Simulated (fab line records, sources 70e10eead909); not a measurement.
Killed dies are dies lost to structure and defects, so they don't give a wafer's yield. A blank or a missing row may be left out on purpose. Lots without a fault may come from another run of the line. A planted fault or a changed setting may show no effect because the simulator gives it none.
Which tool did it? | flow nand_harc | 12 lots, 36 wafers sampled, at 5 steps of a route of 1302

WHAT THE GAUGES READ, wafer by wafer
NHARC_A_CONTACT_INSPECT_71.
lot  | measured     | on                | raw_defect_count
L076 | day 22 01:56 | defect_inspect-01 | 80 102 106
L078 | day 22 22:16 | defect_inspect-02 | 118 109 102
L079 | day 23 07:40 | defect_inspect-02 | 98 103 106
L080 | day 25 09:21 | defect_inspect-02 | 116 119 108
L082 | day 25 19:26 | defect_inspect-02 | 44 32 40
L085 | day 26 11:08 | defect_inspect-02 | 37 41 29
L086 | day 27 03:48 | defect_inspect-01 | 100 109 96
L089 | day 27 22:15 | defect_inspect-01 | 48 49 32
L090 | day 28 17:04 | defect_inspect-02 | 89 70 64
L093 | day 29 22:35 | defect_inspect-01 | 122 109 110
L097 | day 31 05:40 | defect_inspect-01 | 86 84 82
L095 | day 31 09:58 | defect_inspect-01 | 97 66 75

WHICH TOOL RAN EACH LOT (tool, then ch and the chambers of the sampled wafers, then the start)
lot  | NHARC_A_CONTACT_DEP_24          | NHARC_A_CONTACT_ETCH_116             | NHARC_A_CONTACT_ETCH_118             | NHARC_A_CONTACT_DEP_58
L076 | pecvd-02 ch 1,2, day 21 08:50   | har_cap_etch-03 ch 0,1, day 21 17:31 | har_cap_etch-03 ch 0,1, day 21 17:50 | pecvd-03 ch 0,1,2, day 22 01:13
L078 | pecvd-02 ch 1,2, day 22 02:25   | har_cap_etch-03 ch 0,1, day 22 10:56 | har_cap_etch-03 ch 0,1, day 22 11:16 | pecvd-03 ch 0,2, day 22 21:32
L079 | pecvd-03 ch 0,1, day 22 12:35   | har_cap_etch-01 ch 1, day 22 23:22   | har_cap_etch-01 ch 1, day 22 23:50   | pecvd-03 ch 0,2, day 23 06:50
L080 | pecvd-01 ch 0,2, day 24 14:17   | har_cap_etch-01 ch 0,1, day 24 22:41 | har_cap_etch-01 ch 0,1, day 24 23:01 | pecvd-03 ch 0,1,2, day 25 08:31
L082 | pecvd-03 ch 0,2, day 24 23:57   | har_cap_etch-01 ch 0,1, day 25 09:56 | har_cap_etch-01 ch 0,1, day 25 10:17 | pecvd-01 ch 0,1, day 25 18:43
L085 | pecvd-03 ch 0,2, day 25 15:29   | har_cap_etch-03 ch 0,1, day 26 02:35 | har_cap_etch-03 ch 0,1, day 26 02:55 | pecvd-03 ch 1,2, day 26 10:27
L086 | pecvd-01 ch 0,1,2, day 26 11:28 | har_cap_etch-01 ch 0,1, day 26 20:33 | har_cap_etch-01 ch 0,1, day 26 20:53 | pecvd-02 ch 0,1,2, day 27 03:10
L089 | pecvd-01 ch 0,1, day 27 02:54   | har_cap_etch-01 ch 0,1, day 27 12:41 | har_cap_etch-01 ch 0,1, day 27 13:01 | pecvd-03 ch 0,1, day 27 21:35
L090 | pecvd-03 ch 1,2, day 28 01:13   | har_cap_etch-01 ch 0,1, day 28 09:37 | har_cap_etch-01 ch 0,1, day 28 09:57 | pecvd-01 ch 0,1,2, day 28 16:14
L093 | pecvd-03 ch 0,1, day 29 06:51   | har_cap_etch-03 ch 0,1, day 29 15:14 | har_cap_etch-03 ch 0,1, day 29 15:35 | pecvd-02 ch 1,2, day 29 21:46
L097 | pecvd-03 ch 0,2, day 30 08:41   | har_cap_etch-03 ch 0,1, day 30 20:14 | har_cap_etch-03 ch 0,1, day 30 20:34 | pecvd-01 ch 0,1, day 31 04:51
L095 | pecvd-03 ch 0,1,2, day 30 14:52 | har_cap_etch-01 ch 0,1, day 31 01:24 | har_cap_etch-01 ch 0,1, day 31 01:58 | pecvd-03 ch 0,1,2, day 31 09:20
- NHARC_A_CONTACT_DEP_24: deposits SiO2, target thk 500 nm.
- NHARC_A_CONTACT_ETCH_116: etches the open film in C4F8/O2/Ar, time 190 s, target depth 1850 nm.
- NHARC_A_CONTACT_ETCH_118: etches the open film in C4F8/O2/Ar, time 190 s, target depth 1850 nm.
- NHARC_A_CONTACT_DEP_58: deposits SiON, target thk 90 nm.

THE ANSWER, worked out from the rows above alone
Rule: what is usual is taken from the lots themselves. Put in order of their means at a reading, lots are off if they are a third of the lots or fewer, leave a main group of 4 or more, and stand apart from it by a gap of 3 or more times the standard deviation of the main group's means; of several such gaps the widest counts. A main group whose means are all the same, to the digits that the tables above print for the reading, isn't used. A lot without any number at a reading at which 4 lots or more have one is off too. The other lots that the step has rows for count as sound.
No lot is off at any reading shown: from this, nothing can be told.

WHAT THE SIMULATOR HAD PUT IN
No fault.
